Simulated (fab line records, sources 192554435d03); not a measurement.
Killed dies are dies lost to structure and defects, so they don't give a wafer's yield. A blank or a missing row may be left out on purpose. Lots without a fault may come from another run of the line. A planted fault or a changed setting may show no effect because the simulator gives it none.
Problem report in the 8D (eight disciplines) form, filled by code | flow n5_finfet | the parts of the form that need people (team, actions taken, sign-off) are left out

1. THE PROBLEM
killed_at_M4_up at N5_PASSIVATION_PROBE_49 reads a mean of 114 on 6 wafers of 2 lots; wafers without a fault read 13 with a standard deviation of 5. That is +20 standard deviations from the usual mean.
First seen on wafer L310.1, day 16 19:18, on prober-01. The record holds 6 wafers of 2 lots with a number at this step. Rule for "out", or "out of limits": more than 4 standard deviations from the usual mean. The other wafers with a number count as sound.

2. WHAT IT IS AND WHAT IT IS NOT
question                    | is                     | is not
which readings at this step | killed_at_M4_up        | killed_at_M0_to_M3, killed_at_contacts, killed_at_front_end, killed_at_other, killed_open, killed_short
which lots                  | L310, L312             | -
which wafers of those lots  | all that have a number | -
read on which tools         | prober-01, prober-02   | -
when                        | from day 16 19:18      | up to then (0 sound wafers)

3. SUSPECTS, AND WHAT RULES EACH OUT
Counting: a tool at a process step up to the reading stays a suspect if it ran every lot that is out and no sound lot after the first of them.
- pvd_sputter-02 at N5_BEOL_M7_SPUTTER_48 (material Cu, target thk 10 nm, time 1.667 s): kept. It ran every lot that is out, first L310 (day 13 11:09), and no sound lot after that.
- pecvd-03 at N5_BEOL_M15_DEP_53 (deposits SiCN from 3MS/NH3, target thk 50 nm, time 17.8 s): kept. It ran every lot that is out, first L310 (day 16 01:28), and no sound lot after that.
Left after counting: pvd_sputter-02 at N5_BEOL_M7_SPUTTER_48, pecvd-03 at N5_BEOL_M15_DEP_53.

4. THE CAUSE (what the simulator had put in)
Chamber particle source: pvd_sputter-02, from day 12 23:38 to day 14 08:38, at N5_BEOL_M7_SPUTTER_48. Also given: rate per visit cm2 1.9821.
Counting left 2 suspects, and this tool is among them.

5. THE CHAIN OF EFFECTS, in route order
Each row: a reading whose mean over the struck wafers that have a number lies more than 3 standard deviations from the usual. Only readings for which the record gives a usual standard deviation are gone through. hours: the time from each lot's start at the first step in this table that gives one to its start at this step, as a median over the lots. sigmas: the change in usual standard deviations.
hours | step                    | reading              | usual  | on struck wafers | change | sigmas
0     | N5_PASSIVATION_PROBE_49 | defect_limited_yield | 91.5 % | 83.4             | -8.1   | -5.8
0     | N5_PASSIVATION_PROBE_49 | killed_at_M4_up      | 13     | 114              | +102   | +20
0     | N5_PASSIVATION_PROBE_49 | killed_dies          | 100    | 196              | +96    | +6.0
0     | N5_PASSIVATION_PROBE_49 | killed_on_rim        | 13     | 31               | +18    | +4.5
0     | N5_PASSIVATION_PROBE_49 | sort_bin_5_function  | 5.0 %  | 9.4              | +4.4   | +4.6
0     | N5_PASSIVATION_PROBE_49 | sort_n_pass          | 1080   | 984              | -96    | -6.0
0     | N5_PASSIVATION_PROBE_49 | sort_yield_pct       | 91.5 % | 83.4             | -8.1   | -5.8
The process steps in it:
- N5_PASSIVATION_PROBE_49

6. WHAT WOULD HAVE CAUGHT IT SOONER
In this record the first reading out of limits was taken at day 16 19:18, 92 hours after the fault began at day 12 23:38.
Of the tool readings at N5_BEOL_M7_SPUTTER_48 for which the record gives a usual standard deviation, none was out on any struck wafer, so an alarm limit of 4 standard deviations on them would not have fired.
All the lots that are out (2) had begun N5_BEOL_M7_SPUTTER_48 on pvd_sputter-02 by day 16 19:18. A hold on the tool at that time would have spared none of them.
